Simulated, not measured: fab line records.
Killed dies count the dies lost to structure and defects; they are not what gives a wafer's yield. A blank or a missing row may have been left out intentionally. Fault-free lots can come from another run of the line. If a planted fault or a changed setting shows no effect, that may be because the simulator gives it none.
A lot that was struck, set against a sound lot -- flow nandHarc -- 39 steps out of a route of 1302
Sound: wafers L671.2, L671.3, L671.4. Wafers L673.4, L673.5, L673.6 were the ones struck. Last of all comes the cause.
Order at every step that has rows: each side's tool, ch and its chambers, its first start. Under that, the readings that differ: sound wafers -- struck wafers -- difference of the means -- sigmas: that difference in standard deviations of wafers without a fault.
alike: readings whose means differ by less than 2 such deviations, and words and numbers that are the same on both sides. not compared: withheld readings, readings that some wafer has no value for, bounds like >300 that may hide the same value, and numbers for which the record gives no deviation and whose values overlap.
The two part at a step that has a row with sigmas, a row that says differs or no value, or rows on one side only. When numbers do not overlap yet have no deviation, they are printed without sigmas and do not part them. A reading missing from all wafers of one side parts the sides only when that side holds two or more wafers.

first, 1 step without rows for these wafers: NHARC_A_CHANNEL_HOLE_D2_SRD_30.
NHARC_A_CHANNEL_HOLE_D2_CD_MEAS_31:
  struck on cdSem-02, day 16 09:29; sound on cdSem-02, day 15 09:36
  alike: cdNm
NHARC_A_CHANNEL_HOLE_D2_XSEM_32:
  sound on xsem-02 ch 0, day 15 09:41; struck on xsem-02 ch 0, day 16 09:35
  alike: botCdNm, bowNm, tiltDeg
NHARC_A_CHANNEL_HOLE_D2_INSPECT_40:
  struck on defectInspect-01, day 16 09:41; sound on defectInspect-01, day 15 09:47
  alike: rawDefectCount
then, 6 steps without rows for these wafers: NHARC_A_CHANNEL_FILL_D2_PRECLEAN_00 (cleans in SC1); NHARC_A_CHANNEL_FILL_D2_SRD_01; NHARC_A_CHANNEL_FILL_D2_ALD_02 (deposits SiO2, target thk 6 nm, pulse time 10 s, ald cycles 60); NHARC_A_CHANNEL_FILL_D2_ALD_03 (deposits SiNx, target thk 6 nm, pulse time 60 s, ald cycles 58); NHARC_A_CHANNEL_FILL_D2_ALD_14 (deposits SiO2, target thk 2.5 nm, pulse time 10 s, ald cycles 25); NHARC_A_CHANNEL_FILL_D2_ALD_15 (deposits SiNx, target thk 2 nm, pulse time 60 s, ald cycles 19).
NHARC_A_CHANNEL_FILL_D2_ALD_16: deposits SiO2, target thk 1.5 nm, pulse time 10 s, ald cycles 15.
  sound on aldHk-04 ch 0,1,3, day 15 22:12; struck on aldHk-04 ch 0,2,3, day 16 21:31
  alike: heaterPowerW, precursorPulseHeightRel
then, 1 step without rows for these wafers: NHARC_A_CHANNEL_FILL_D2_ANNEAL_17 (time 1800 s).
NHARC_A_CHANNEL_FILL_D2_CVD_18: deposits poly-Si, target thk 3 nm.
  sound on lpcvdPoly-02 ch 0, day 16 07:27; struck on lpcvdPoly-02 ch 0, day 17 07:06
  alike: tubeCenterTempC, zonePowerBottomPct
then, 7 steps without rows for these wafers: NHARC_A_CHANNEL_FILL_D2_ETCHBACK_19 (etches the open film in HBr/Cl2, target depth 5 nm, time 1.7 s); NHARC_A_CHANNEL_FILL_D2_ETCHBACK_20 (etches the open film in C4F8/O2/Ar, target depth 27 nm, time 13.5 s); NHARC_A_CHANNEL_FILL_D2_STRIP_28 (strips in O2, time 20 s); NHARC_A_CHANNEL_FILL_D2_PRECLEAN_21 (cleans in dHF, time 30 s); NHARC_A_CHANNEL_FILL_D2_SRD_23; NHARC_A_CHANNEL_FILL_D2_CVD_05 (deposits poly-Si, target thk 5 nm); NHARC_A_CHANNEL_FILL_D2_ANNEAL_22 (time 7200 s).
NHARC_A_CHANNEL_FILL_D2_ALD_25: deposits SiOx, target thk 60 nm, pulse time 10 s, ald cycles 600.
  sound on aldHk-04 ch 0,2,3, day 16 21:35; struck on aldHk-04 ch 0,2,3, day 17 23:26
  alike: heaterPowerW, precursorPulseHeightRel
NHARC_A_CHANNEL_FILL_D2_ETCHBACK_08: etches the open film in C4F8, target depth 220 nm, time 110 s.
  sound: rieDiel-03 ch 0,2,3; struck: rieDiel-03 ch 2,3
  alike: oesProductAu, rfVppV
  not compared: rfHoursCounterH
NHARC_A_CHANNEL_FILL_D2_STRIP_29: strips in O2, time 20 s.
  sound: rieDiel-03 ch 0,1,3; struck: rieDiel-03 ch 0,1,3
  alike: drypumpMotorCurrentA, oesProductAu, rfVppV, showerheadPlenumPTorr, throttleValvePct
  not compared: rfHoursCounterH
then, 15 steps without rows for these wafers: NHARC_A_CHANNEL_FILL_D2_PRECLEAN_30 (cleans in dHF, time 30 s); NHARC_A_CHANNEL_FILL_D2_SRD_31; NHARC_A_CHANNEL_FILL_D2_CVD_09 (deposits poly-Si, target thk 150 nm, time 3000 s); NHARC_A_CHANNEL_FILL_D2_CMP_10 (polishes, target thk 150 nm); NHARC_A_CHANNEL_FILL_D2_SRD_12; NHARC_A_CHANNEL_FILL_D2_RTA_24 (time 5 s); NHARC_A_STAIRCASE_DEP_156 (deposits SiNx, target thk 50 nm); NHARC_A_STAIRCASE_DEHYDRATE_158 (time 120 s); NHARC_A_STAIRCASE_HMDS_159 (time 30 s); NHARC_A_STAIRCASE_COAT_160; NHARC_A_STAIRCASE_SOFTBAKE_161 (time 170 s); NHARC_A_STAIRCASE_EBR_162; NHARC_A_STAIRCASE_EXPOSE_163 (exposes mask STAIR OPEN); NHARC_A_STAIRCASE_PEB_164 (peb time 130 s); NHARC_A_STAIRCASE_DEVELOP_165 (time 140 s).
-- break in the record here, with 10 days between the starts of the struck wafers on either side (left off in module A_STAIRCASE, picked up again in module END, where the first step shown is number 1302 on the route) --
NHARC_END_SORT_01:
  at this point the record logs the struck wafers (prober-02 ch 0, day 27 18:53) and has no rows for the sound ones

WHERE THEY PART
Only at NHARC_END_SORT_01, within this record.

WHY: what the simulator had put in
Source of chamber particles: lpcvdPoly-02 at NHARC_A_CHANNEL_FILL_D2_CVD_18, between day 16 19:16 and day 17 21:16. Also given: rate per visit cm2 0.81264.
